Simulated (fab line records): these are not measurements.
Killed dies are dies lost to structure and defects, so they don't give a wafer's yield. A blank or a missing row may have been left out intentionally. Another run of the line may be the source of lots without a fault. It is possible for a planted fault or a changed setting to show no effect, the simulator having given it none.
Matching of chambers | flow nandHarc | NHARC_P_M1_CMP_23 on cmp-03 has 4 sister chambers
The step polishes, t overpolish 20 s, target thk 157.82 nm. 4 wafers are shown with their chamber, then 12 later ones without.

WAFERS, EACH WITH ITS CHAMBER
wafer  | chamber | motorCurrentA (A)
L085.3 | 1       | 10.1
L085.6 | 2       | 10.7
L088.4 | 3       | 11.3
L088.5 | 0       | 11.3

WAFERS WITHOUT THEIR CHAMBER
wafer  | motorCurrentA (A)
L090.3 | 12.1
L090.5 | 10.6
L090.6 | 10.9
L092.3 | 10.4
L092.4 | 12.0
L092.6 | 10.8
L093.1 | 11.7
L093.3 | 11.1
L093.4 | 11.3
L096.1 | 10.2
L096.2 | 12.3
L096.4 | 10.7

THE CHAMBER EACH PASSED THROUGH
wafer  | from the rows above               | in truth
L090.3 | can't be placed: 0 or 3 or 2      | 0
L090.5 | can't be placed: 2 or 1 or 0 or 3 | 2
L090.6 | can't be placed: 2 or 0 or 3 or 1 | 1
L092.3 | can't be placed: 2 or 1 or 0 or 3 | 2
L092.4 | can't be placed: 0 or 3 or 2      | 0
L092.6 | can't be placed: 2 or 0 or 3 or 1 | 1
L093.1 | can't be placed: 0 or 3 or 2      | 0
L093.3 | can't be placed: 0 or 3 or 2 or 1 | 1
L093.4 | can't be placed: 0 or 3 or 2      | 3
L096.1 | can't be placed: 1 or 2           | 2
L096.2 | can't be placed: 0 or 3 or 2      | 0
L096.4 | can't be placed: 2 or 1 or 0 or 3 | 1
0 of 12 placed correctly. From these rows, 12 cannot be placed; in 12 the true chamber is one of the candidates. Wrongly placed: 0.
How it was worked out, from the rows above alone: a wafer's distance from a chamber is the root of the sum, over the readings, of the square of ((its reading less the chamber's mean) divided by the reading's scatter). If the next closest chamber is less than 2 further off than the closest, the wafer can't be placed; otherwise it belongs to the closest. A chamber's mean is the mean of its shown wafers. The scatter: with one shown wafer a chamber, the root of the mean of the squares of how far each hidden wafer lies from its nearest shown one.
